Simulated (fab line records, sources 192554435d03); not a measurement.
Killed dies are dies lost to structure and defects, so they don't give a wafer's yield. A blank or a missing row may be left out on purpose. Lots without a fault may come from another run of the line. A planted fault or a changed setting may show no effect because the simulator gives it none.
fab line records | flow n5_finfet
record lots=10 wafers=30 last_day=17
route steps=1938 shown BEOL_M1@814 BEOL_M4@1086 PASSIVATION@1936
lots that met no fault: from a run of the same line without faults
start_h: hours from the record's first day to the start of the lot's first wafer shown | wait_h: hours since the lot's step before | " the same as in the row above | L1.1+2: a row that stands for several wafers | - no value, or no start given | * or withheld: withheld | < > ~ a bound
route shown NAME@n: a module of which the file shows steps, and the number in the route of the first | usual: mean/standard deviation of fault-free wafers | same: alike in all rows | chamber/n: place in a boat | sites: the reading at each site | _std_site: their standard deviation | _edge_site: outer sites' mean less inner sites' | radius_mm: how far each site lies from the wafer's centre | mask NAME#n: copy n | behind: the tool/chamber that last shaped the wafer | hold: why the lot was held/for how many hours/how that ended | device: the transistor (n, p or np) that didn't switch | end of line: the same wafers' tests at the end of the route | a step without rows: its recipe alone | killed: dies lost to structure and defects at the first sort, not the wafer's yield | map: a wafer's dies, x killed, . not, _ none there
set.NAME: the setting as run; set.NAME@STEP: as run at that earlier step | model.NAME: the simulator's own value behind a step, which no gauge read
steps of the route over a sample of lots; a table a step, a row a wafer
services: from which hour (start_h, from the record's first day; less than 0 if before it) a tool's chamber was out of use, for how many hours, and why
## steps
# step N5_BEOL_M1_SPUTTER_48
# recipe material=Cu target_thk_a=45 temp_c=-20 chamber_pressure_pa=0.07 power_w=withheld time_s=8.29
# usual chamber_pressure_pa=0.07/0.00014 throttle_valve_pct=30.0/0.95
# columns lot.wafer tool chamber start_h wait_h chamber_pressure_pa throttle_valve_pct
L147.1 pvd_sputter-02 - 131.44 1.1 0.07008 29.0
L147.3 " - " " 0.06992 29.2
L147.4 " - " " 0.0699 30.4
L148.2 pvd_sputter-01 - 135.48 0.2 0.07013 29.9
L148.5 " - " " 0.07013 30.6
L148.6 " - " " 0.07015 29.6
L152.1 pvd_sputter-01 - 157.04 1.3 0.07024 29.6
L152.3 " - " " 0.06994 29.3
L152.4 " - " " 0.07001 31.8
L155.2 pvd_sputter-01 - 180.22 0.1 0.07001 29.8
L155.4 " - " " 0.06978 30.5
L155.5 " - " " 0.06996 29.5
L157.1 pvd_sputter-03 - 195.78 0.2 0.07002 30.9
L157.5 " - " " 0.06973 30.7
L157.6 " - " " 0.06992 28.3
L161.1 pvd_sputter-02 - 215.91 0.1 0.06983 28.9
L161.2 " - " " 0.07001 30.2
L161.5 " - " " 0.07005 29.0
L163.2 pvd_sputter-01 - 227.02 0.1 0.07019 29.9
L163.3 " - " " 0.06973 29.5
L163.5 " - " " 0.06979 31.7
L165.2 pvd_sputter-03 - 236.54 0.1 0.0701 30.5
L165.4 " - " " 0.06996 31.0
L165.5 " - " " 0.07002 30.5
L169.2 pvd_sputter-03 - 259.83 0.1 0.07015 28.4
L169.4 " - " " 0.07 29.3
L169.5 " - " " 0.06981 30.9
L170.3 pvd_sputter-02 - 274.18 0.1 0.07001 29.2
L170.5 " - " " 0.06985 29.1
L170.6 " - " " 0.06991 29.0
# step N5_BEOL_M4_SPUTTER_79
# recipe material=Cu target_thk_a=45 temp_c=-20 chamber_pressure_pa=0.07 power_w=withheld time_s=8.29
# usual chamber_pressure_pa=0.07/0.00014 throttle_valve_pct=30.1/0.91
# columns lot.wafer tool chamber start_h wait_h chamber_pressure_pa throttle_valve_pct
L147.1 pvd_sputter-03 - 172.61 0.1 0.07001 28.3
L147.3 " - " " 0.06998 30.7
L147.4 " - " " 0.07007 29.2
L148.2 pvd_sputter-01 - 172.72 0.1 0.06984 30.5
L148.5 " - " " 0.0701 29.8
L148.6 " - " " 0.06982 30.0
L152.1 pvd_sputter-02 - 200.18 0.1 0.07028 30.4
L152.3 " - " " 0.06992 29.2
L152.4 " - " " 0.07004 29.0
L155.2 pvd_sputter-01 - 224.38 0.1 0.06994 29.5
L155.4 " - " " 0.06976 30.0
L155.5 " - " " 0.07005 29.5
L157.1 pvd_sputter-03 - 232.22 0.1 0.0699 29.1
L157.5 " - " " 0.07011 31.2
L157.6 " - " " 0.06984 29.2
L161.1 pvd_sputter-02 - 251.12 0.1 0.07 29.1
L161.2 " - " " 0.07004 28.9
L161.5 " - " " 0.06991 29.2
L163.2 pvd_sputter-03 - 272.00 0.1 0.06987 31.0
L163.3 " - " " 0.07021 28.6
L163.5 " - " " 0.06968 29.1
L165.2 pvd_sputter-03 - 278.15 0.1 0.06995 30.8
L165.4 " - " " 0.07017 29.4
L165.5 " - " " 0.07021 29.3
L169.2 pvd_sputter-02 - 298.32 0.1 0.06991 30.2
L169.4 " - " " 0.06985 28.9
L169.5 " - " " 0.07013 29.0
L170.3 pvd_sputter-01 - 307.39 0.1 0.06992 30.6
L170.5 " - " " 0.06989 30.8
L170.6 " - " " 0.06998 29.7
# step N5_BEOL_M4_ANNEAL_87
# recipe temp_c=400 time_s=240 ambient=vacuum
# usual heater_power_w=808/85 susceptor_temp_C_max=400.9/0.32
# columns lot.wafer tool chamber start_h wait_h heater_power_w susceptor_temp_C_max
L147.1 pvd_sputter-03 - 173.13 0.0 687 400.5
L147.3 " - " " 753 400.5
L147.4 " - " " 816 401.5
L148.2 pvd_sputter-01 - 173.24 0.0 941 400.9
L148.5 " - " " 746 400.8
L148.6 " - " " 777 401.4
L152.1 pvd_sputter-02 - 200.70 0.0 777 401.3
L152.3 " - " " 759 401.2
L152.4 " - " " 1015 400.5
L155.2 pvd_sputter-01 - 224.90 0.0 739 400.8
L155.4 " - " " 773 401.2
L155.5 " - " " 735 400.8
L157.1 pvd_sputter-03 - 232.74 0.0 826 401.0
L157.5 " - " " 842 400.6
L157.6 " - " " 838 401.2
L161.1 pvd_sputter-02 - 251.64 0.0 749 401.2
L161.2 " - " " 746 401.0
L161.5 " - " " 752 401.2
L163.2 pvd_sputter-03 - 272.52 0.0 820 400.7
L163.3 " - " " 682 400.5
L163.5 " - " " 831 401.1
L165.2 pvd_sputter-03 - 278.67 0.0 770 400.6
L165.4 " - " " 814 401.2
L165.5 " - " " 838 401.4
L169.2 pvd_sputter-02 - 298.84 0.0 774 400.8
L169.4 " - " " 743 401.8
L169.5 " - " " 756 400.7
L170.3 pvd_sputter-01 - 307.91 0.0 948 401.0
L170.5 " - " " 925 401.0
L170.6 " - " " 716 400.4
# step N5_BEOL_M4_ANNEAL_89
# recipe temp_c=400 time_s=240 ambient=vacuum
# usual heater_power_w=809/88 susceptor_temp_C_max=400.9/0.32
# columns lot.wafer tool chamber start_h wait_h heater_power_w susceptor_temp_C_max
L147.1 pvd_sputter-03 - 173.35 0.0 666 400.5
L147.3 " - " " 767 400.6
L147.4 " - " " 846 400.9
L148.2 pvd_sputter-01 - 173.46 0.0 950 401.5
L148.5 " - " " 723 400.5
L148.6 " - " " 783 400.9
L152.1 pvd_sputter-02 - 200.92 0.0 768 400.9
L152.3 " - " " 753 401.2
L152.4 " - " " 1015 400.5
L155.2 pvd_sputter-01 - 225.12 0.0 711 400.9
L155.4 " - " " 778 401.3
L155.5 " - " " 717 400.2
L157.1 pvd_sputter-03 - 232.96 0.0 847 401.6
L157.5 " - " " 822 400.4
L157.6 " - " " 822 401.2
L161.1 pvd_sputter-02 - 251.86 0.0 764 400.8
L161.2 " - " " 752 400.8
L161.5 " - " " 767 400.9
L163.2 pvd_sputter-03 - 272.74 0.0 821 400.6
L163.3 " - " " 684 400.7
L163.5 " - " " 811 401.2
L165.2 pvd_sputter-03 - 278.89 0.0 797 400.5
L165.4 " - " " 829 401.3
L165.5 " - " " 796 401.1
L169.2 pvd_sputter-02 - 299.06 0.0 773 401.1
L169.4 " - " " 733 401.3
L169.5 " - " " 738 400.8
L170.3 pvd_sputter-01 - 308.13 0.0 918 400.8
L170.5 " - " " 951 400.9
L170.6 " - " " 738 400.8
# step N5_BEOL_M4_RC_MEAS_101
# usual DIBL_N=36.1/1.6 DIBL_P=35.8/2.1 IOFF_N=0.16/0.031 IOFF_N_85C=3.1/0.51 IOFF_N_LIN=0.074/0.012 IOFF_N_LONG=5.54e-05/2.4e-06 IOFF_P=0.21/0.034 IOFF_P_85C=3.6/0.51 IOFF_P_LIN=0.099/0.013 ION_N=673/12 ION_P=461/7.2 REXT_N=75.8/1.3 REXT_P=101.6/2 SS_N=71.4/0.59 SS_P=73.3/0.63 VT_N=250/3.1 VT_P=-250/3.3
# columns lot.wafer tool chamber start_h wait_h DIBL_N[mV/V] DIBL_P[mV/V] IOFF_N[nA/um] IOFF_N_85C[nA/um] IOFF_N_LIN[nA/um] IOFF_N_LONG[nA/um] IOFF_P[nA/um] IOFF_P_85C[nA/um] IOFF_P_LIN[nA/um] ION_N[uA/um] ION_P[uA/um] REXT_N[ohm.um] REXT_P[ohm.um] SS_N[mV/dec] SS_P[mV/dec] VT_N[mV] VT_P[mV]
L147.1 prober-02 0 175.25 0.0 36.1 36.1 0.17 3.1 0.076 5.38e-05 0.21 3.6 0.101 676 463 76.9 105.0 71.7 73.4 248 -253
L147.3 " 0 " " 36.0 35.6 0.16 3.1 0.075 5.48e-05 0.21 3.6 0.099 670 457 75.7 104.2 71.8 73.3 249 -250
L147.4 " 0 " " 36.9 36.0 0.17 3.2 0.081 5.42e-05 0.21 3.6 0.099 689 465 76.7 104.7 71.4 74.3 247 -252
L148.2 prober-01 0 175.52 0.2 35.3 35.4 0.15 2.9 0.068 5.39e-05 0.19 3.4 0.092 674 457 75.4 104.5 71.6 73.0 249 -251
L148.5 " 0 " " 38.5 38.8 0.21 3.9 0.090 5.44e-05 0.24 4.1 0.109 687 461 75.3 104.4 72.6 73.6 245 -249
L148.6 " 0 " " 36.4 37.1 0.16 3.2 0.074 5.26e-05 0.23 3.9 0.104 674 465 75.5 102.9 71.7 73.4 250 -247
L152.1 prober-01 0 202.86 0.0 39.2 40.4 0.20 3.8 0.093 5.51e-05 0.27 4.7 0.121 688 470 75.7 99.0 71.9 74.5 246 -246
L152.3 " 0 " " 37.8 38.3 0.17 3.3 0.079 5.43e-05 0.25 4.2 0.114 676 465 75.9 98.5 71.4 74.2 248 -245
L152.4 " 0 " " 38.8 38.2 0.19 3.6 0.081 5.5e-05 0.24 4.2 0.111 675 461 74.4 98.7 72.3 73.5 252 -248
L155.2 prober-01 0 228.16 0.2 38.0 38.3 0.17 3.3 0.080 5.48e-05 0.26 4.3 0.120 679 480 74.6 102.0 72.0 73.9 250 -244
L155.4 " 0 " " 37.3 35.4 0.14 2.8 0.068 5.56e-05 0.21 3.5 0.101 660 458 73.9 104.0 71.1 73.1 249 -249
L155.5 " 0 " " 36.9 35.4 0.14 2.7 0.065 5.5e-05 0.21 3.6 0.102 664 462 73.7 102.5 71.9 72.7 253 -248
L157.1 prober-01 0 234.95 0.0 35.4 36.1 0.14 2.8 0.069 5.22e-05 0.17 3.1 0.085 667 452 75.4 101.3 71.0 73.5 253 -256
L157.5 " 0 " " 35.0 35.7 0.14 2.9 0.069 5.21e-05 0.17 3.0 0.083 676 460 75.4 101.6 71.0 72.2 251 -255
L157.6 " 0 " " 35.7 36.6 0.14 2.9 0.068 5.04e-05 0.18 3.3 0.088 664 452 76.4 101.2 71.4 73.3 254 -255
L161.1 prober-02 0 253.84 0.0 37.1 36.5 0.18 3.5 0.084 5.7e-05 0.21 3.6 0.098 686 469 73.8 100.5 72.0 73.1 246 -251
L161.2 " 0 " " 35.9 36.2 0.16 3.2 0.076 5.55e-05 0.21 3.6 0.098 676 464 75.1 100.6 71.6 73.7 247 -252
L161.5 " 0 " " 36.5 36.0 0.17 3.4 0.080 5.63e-05 0.21 3.5 0.096 678 460 73.0 99.7 71.8 73.5 248 -252
L163.2 prober-01 0 274.79 0.2 77.3 56.0 10.18 103.6 0.263 4.97e-05 2.60 30.7 0.198 612 412 80.5 108.7 122.5 94.9 246 -249
L163.3 " 0 " " 85.2 78.7 12.52 123.1 0.266 4.8e-05 14.43 128.9 0.385 594 409 81.0 109.4 131.8 129.3 247 -248
L163.5 " 0 " " 93.4 67.5 20.59 185.4 0.374 4.85e-05 7.65 75.8 0.308 609 407 81.8 109.8 138.7 114.0 245 -249
L165.2 prober-01 0 281.00 0.2 36.2 36.4 0.15 3.0 0.071 5.36e-05 0.20 3.7 0.098 669 461 76.1 105.3 70.9 73.8 250 -251
L165.4 " 0 " " 35.7 36.7 0.14 2.9 0.069 5.47e-05 0.20 3.7 0.098 673 465 74.8 102.4 71.5 73.3 251 -250
L165.5 " 0 " " 38.9 39.9 0.20 3.9 0.089 5.49e-05 0.25 4.4 0.112 676 463 75.2 103.5 72.4 74.3 246 -247
L169.2 prober-02 0 301.17 0.2 33.8 31.7 0.11 2.3 0.056 5.82e-05 0.18 3.2 0.094 650 464 74.5 100.7 70.8 71.4 253 -249
L169.4 " 0 " " 39.8 39.0 0.26 4.6 0.110 5.96e-05 0.31 5.0 0.139 699 474 74.4 102.9 71.7 73.9 241 -241
L169.5 " 0 " " 37.5 36.7 0.18 3.5 0.086 5.81e-05 0.27 4.4 0.124 690 471 75.5 101.1 71.7 73.3 244 -244
L170.3 prober-02 0 310.34 0.3 34.9 36.0 0.16 3.1 0.075 5.73e-05 0.20 3.5 0.097 682 463 76.6 102.1 71.6 73.4 248 -247
L170.5 " 0 " " 35.4 36.3 0.17 3.3 0.080 5.75e-05 0.21 3.6 0.100 674 461 76.7 102.2 71.3 74.2 248 -248
L170.6 " 0 " " 36.7 38.3 0.21 3.9 0.093 5.77e-05 0.24 4.0 0.108 688 463 76.9 103.1 72.0 73.9 242 -248
# step N5_PASSIVATION_PROBE_49
# usual defect_limited_yield=91.0/1.5 killed_at_M0_to_M3=35/11 killed_at_M4_up=13/6 killed_at_contacts=14/6.5 killed_at_front_end=40/12 killed_at_other=4/3.4 killed_dies=106/18 killed_open=68/14 killed_short=35/7.7 sort_bin_4_leakage=0/0 sort_bin_5_function=5.2/0.98 sort_bin_6_memory=3.4/0.72 sort_n_pass=1074/18 sort_yield_pct=91.0/1.5
# same gross_dies=1180 killed_at_back_side=0 sort_bin_8_speed[%]=0
# columns lot.wafer tool chamber start_h wait_h defect_limited_yield[%] killed_at_M0_to_M3 killed_at_M4_up killed_at_contacts killed_at_front_end killed_at_other killed_dies killed_open killed_short sort_bin_4_leakage[%] sort_bin_5_function[%] sort_bin_6_memory[%] sort_n_pass sort_yield_pct[%]
L152.1 prober-01 - 301.67 0.0 89.7 43 15 19 42 3 122 76 46 0 6.0 3.8 1058 89.7
L152.3 prober-01 - 301.77 0.1 93.0 31 9 13 27 3 83 52 30 0 3.8 3.0 1097 93.0
L152.4 prober-01 - 301.82 0.2 90.8 34 19 13 35 7 108 64 44 0 4.6 4.2 1072 90.8
L155.2 prober-01 - 335.60 0.1 90.9 24 18 15 48 2 107 66 39 0 5.4 3.1 1073 90.9
L155.4 prober-01 - 335.70 0.2 93.6 24 9 7 28 8 76 51 23 0 3.5 2.6 1104 93.6
L155.5 prober-01 - 335.75 0.2 92.7 19 9 12 38 8 86 51 35 0 4.4 2.7 1094 92.7
L161.5 prober-01 - 366.72 0.2 92.1 32 13 8 38 2 93 59 31 0 3.8 3.8 1087 92.1
L163.2 prober-01 - 379.59 0.1 90.3 58 16 13 27 1 115 66 46 90.25 5.4 3.7 0 0
L163.3 prober-01 - 379.64 0.1 94.2 25 13 9 22 0 69 43 23 94.15 3.6 2.0 0 0
L163.5 prober-01 - 379.74 0.2 90.4 28 28 12 43 2 113 70 38 90.42 5.6 3.2 0 0
L165.2 prober-01 - 386.93 0.1 91.6 48 12 5 32 2 99 62 36 0 5.2 3.0 1081 91.6
L165.4 prober-01 - 387.03 0.2 91.2 31 10 7 50 6 104 67 35 0 5.4 3.3 1076 91.2
L165.5 prober-01 - 387.08 0.2 90.3 39 9 7 49 11 115 59 50 0 5.4 3.7 1065 90.3
L170.3 prober-01 - 407.87 0.4 89.7 51 7 29 29 5 121 89 31 0 5.8 4.0 1059 89.7
L170.5 prober-01 - 407.97 0.5 89.1 48 6 26 47 2 129 85 42 0 6.4 4.3 1051 89.1
L170.6 prober-01 - 408.02 0.6 90.4 33 6 28 44 2 113 66 41 0 5.3 3.7 1067 90.4
# killed by level:class
L152.1 MOL_CONTACT_COAG:geometric_particle:open=12 BEOL_M2:geometric_particle:open=11 FIN_SAQP:geometric_particle:short=10 FIN_SAQP:geometric_particle:open=10 BEOL_M0_SAQP:geometric_particle:open=9 BEOL_M4:geometric_particle:open=9 BEOL_M1:geometric_particle:open=8 MOL_CONTACT_COAG:geometric_particle:short=7
L152.3 MOL_CONTACT_COAG:geometric_particle:open=10 FIN_SAQP:geometric_particle:short=9 BEOL_M2:geometric_particle:open=9 FIN_SAQP:geometric_particle:open=7 BEOL_M0_SAQP:geometric_particle:open=6 BEOL_M0_SAQP:geometric_particle:short=5 BEOL_M3:geometric_particle:open=5 MOL_CONTACT_COAG:geometric_particle:short=3
L152.4 FIN_SAQP:geometric_particle:open=12 FIN_SAQP:geometric_particle:short=12 MOL_CONTACT_COAG:geometric_particle:open=11 BEOL_M0_SAQP:geometric_particle:short=8 BEOL_M2:geometric_particle:open=8 BEOL_M1:geometric_particle:open=7 BEOL_M0_SAQP:geometric_particle:open=6 BEOL_M4:geometric_particle:open=6
L155.2 MOL_CONTACT_COAG:geometric_particle:open=13 STI_FIN_REVEAL:geometric_particle:open=10 BEOL_M0_SAQP:geometric_particle:open=8 STI_FIN_REVEAL:geometric_particle:short=8 FIN_SAQP:geometric_particle:open=7 BEOL_M3:geometric_particle:open=7 BEOL_M4:geometric_particle:short=6 FIN_SAQP:geometric_particle:short=5
L155.4 FIN_SAQP:geometric_particle:open=7 BEOL_M3:geometric_particle:open=7 MOL_CONTACT_COAG:geometric_particle:open=6 BEOL_M1:geometric_particle:open=5 BEOL_M5:geometric_particle:open=5 FIN_SAQP:geometric_particle:short=4 GATE_CUT:geometric_particle:open=3 GATE_CUT:geometric_particle:short=3
L155.5 MOL_CONTACT_COAG:geometric_particle:open=11 FIN_SAQP:geometric_particle:open=10 BEOL_M0_SAQP:geometric_particle:short=8 BEOL_M4:geometric_particle:open=6 FIN_SAQP:geometric_particle:short=5 BEOL_M0_SAQP:geometric_particle:open=5 GATE_CUT:geometric_particle:short=4 GATE_CUT:geometric_particle:open=4
L161.5 STI_FIN_REVEAL:geometric_particle:open=11 BEOL_M3:geometric_particle:open=9 BEOL_M0_SAQP:geometric_particle:open=8 MOL_CONTACT_COAG:geometric_particle:open=7 BEOL_M5:geometric_particle:open=6 FIN_SAQP:geometric_particle:short=5 GATE_CUT:geometric_particle:short=5 FIN_SAQP:geometric_particle:open=3
L163.2 BEOL_M0_SAQP:geometric_particle:open=19 BEOL_M0_SAQP:geometric_particle:short=17 MOL_CONTACT_COAG:geometric_particle:open=10 BEOL_M4:geometric_particle:open=10 FIN_SAQP:geometric_particle:short=6 BEOL_M1:geometric_particle:open=5 BEOL_M3:geometric_particle:open=5 FIN_SAQP:geometric_particle:open=4
L163.3 BEOL_M0_SAQP:geometric_particle:open=8 MOL_CONTACT_COAG:geometric_particle:open=7 BEOL_M0_SAQP:geometric_particle:short=5 BEOL_M2:geometric_particle:open=5 STI_FIN_REVEAL:geometric_particle:open=4 GATE_CUT:geometric_particle:short=4 BEOL_M4:geometric_particle:open=3 BEOL_M1:geometric_particle:open=3
L163.5 FIN_SAQP:geometric_particle:short=14 BEOL_M4:geometric_particle:open=12 FIN_SAQP:geometric_particle:open=8 STI_FIN_REVEAL:geometric_particle:open=7 MOL_CONTACT_COAG:geometric_particle:open=7 BEOL_M0_SAQP:geometric_particle:short=7 BEOL_M0_SAQP:geometric_particle:open=6 MOL_CONTACT_COAG:geometric_particle:short=5
L165.2 BEOL_M0_SAQP:geometric_particle:short=21 BEOL_M0_SAQP:geometric_particle:open=16 STI_FIN_REVEAL:geometric_particle:open=13 BEOL_M4:geometric_particle:open=6 BEOL_M1:geometric_particle:open=5 FIN_SAQP:geometric_particle:short=4 MOL_CONTACT_COAG:geometric_particle:open=4 STARTING-WAFER:geometric_particle:open=4
L165.4 STI_FIN_REVEAL:geometric_particle:open=12 FIN_SAQP:geometric_particle:short=9 DUMMY_GATE:geometric_particle:open=9 BEOL_M0_SAQP:geometric_particle:open=9 BEOL_M0_SAQP:geometric_particle:short=7 FIN_SAQP:geometric_particle:open=6 BEOL_M2:geometric_particle:open=5 MOL_CONTACT_COAG:geometric_particle:open=4
L165.5 BEOL_M0_SAQP:geometric_particle:short=16 FIN_SAQP:geometric_particle:short=10 BEOL_M0_SAQP:geometric_particle:open=7 FIN_SAQP:geometric_particle:open=6 MOL_CONTACT_COAG:geometric_particle:open=6 BEOL_M1:geometric_particle:open=6 DUMMY_GATE:geometric_particle:open=5 PASS1_CAP:geometric_particle:short=5
L170.3 MOL_CONTACT_COAG:geometric_particle:open=22 BEOL_M2:geometric_particle:open=17 BEOL_M1:geometric_particle:open=12 BEOL_M0_SAQP:geometric_particle:open=9 MOL_CONTACT_COAG:geometric_particle:short=7 FIN_SAQP:geometric_particle:short=6 FIN_SAQP:geometric_particle:open=5 DUMMY_GATE:geometric_particle:open=5
L170.5 MOL_CONTACT_COAG:geometric_particle:open=21 BEOL_M0_SAQP:geometric_particle:open=12 BEOL_M1:geometric_particle:open=11 FIN_SAQP:geometric_particle:open=10 FIN_SAQP:geometric_particle:short=9 BEOL_M3:geometric_particle:open=9 STI_FIN_REVEAL:geometric_particle:open=7 GATE_CUT:geometric_particle:short=6
L170.6 MOL_CONTACT_COAG:geometric_particle:open=20 BEOL_M0_SAQP:geometric_particle:open=10 BEOL_M0_SAQP:geometric_particle:short=10 FIN_SAQP:geometric_particle:open=9 GATE_CUT:geometric_particle:short=8 FIN_SAQP:geometric_particle:short=6 MOL_CONTACT_COAG:geometric_particle:short=6 STI_FIN_REVEAL:geometric_particle:open=5
## services
# columns tool chamber start_h hours kind
pvd_sputter-03 - 108.54 2.4 repair
pvd_sputter-02 - 205.02 2.0 repair
pvd_sputter-01 - 246.25 3.0 repair
## key
first_sign step=N5_BEOL_M4_RC_MEAS_101 reading=IOFF_N direction=up sigmas=99+ usual=0.16 struck=14.43
effect step=N5_BEOL_M4_RC_MEAS_101 reading=IOFF_N_85C direction=up sigmas=99+ usual=3.1 struck=137.4
effect step=N5_BEOL_M4_RC_MEAS_101 reading=IOFF_P direction=up sigmas=99+ usual=0.21 struck=8.23
effect step=N5_BEOL_M4_RC_MEAS_101 reading=IOFF_P_85C direction=up sigmas=99+ usual=3.6 struck=78.5
effect step=N5_BEOL_M4_RC_MEAS_101 reading=SS_N direction=up sigmas=99+ usual=71.4 struck=131.0
effect step=N5_BEOL_M4_RC_MEAS_101 reading=SS_P direction=up sigmas=63 usual=73.3 struck=112.8
effect step=N5_BEOL_M4_RC_MEAS_101 reading=DIBL_N direction=up sigmas=30 usual=36.1 struck=85.3
effect step=N5_BEOL_M4_RC_MEAS_101 reading=IOFF_N_LIN direction=up sigmas=20 usual=0.074 struck=0.301
effect step=N5_BEOL_M4_RC_MEAS_101 reading=DIBL_P direction=up sigmas=15 usual=35.8 struck=67.4
effect step=N5_BEOL_M4_RC_MEAS_101 reading=IOFF_P_LIN direction=up sigmas=15 usual=0.099 struck=0.297
effect step=N5_BEOL_M4_RC_MEAS_101 reading=ION_P direction=down sigmas=7.3 usual=461 struck=409
effect step=N5_BEOL_M4_RC_MEAS_101 reading=ION_N direction=down sigmas=5.9 usual=673 struck=605
effect step=N5_PASSIVATION_PROBE_49 reading=sort_bin_4_leakage direction=up sigmas=99+ usual=0 struck=91.61
met_at N5_BEOL_M1_SPUTTER_48
struck_lots L163
not_acting_at N5_BEOL_M4_SPUTTER_79,N5_BEOL_M4_ANNEAL_87,N5_BEOL_M4_ANNEAL_89
onset_between 180.22 227.02
earlier_fault kind=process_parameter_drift tool=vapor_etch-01 chamber=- onset_h=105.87 steps=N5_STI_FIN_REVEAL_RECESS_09 channel=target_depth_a offset=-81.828 shape=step acts_in=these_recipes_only stated=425
fault kind=process_parameter_drift tool=pvd_sputter-01 chamber=- onset_h=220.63 steps=N5_BEOL_M1_SPUTTER_48 channel=power_w offset=withheld shape=step acts_in=*
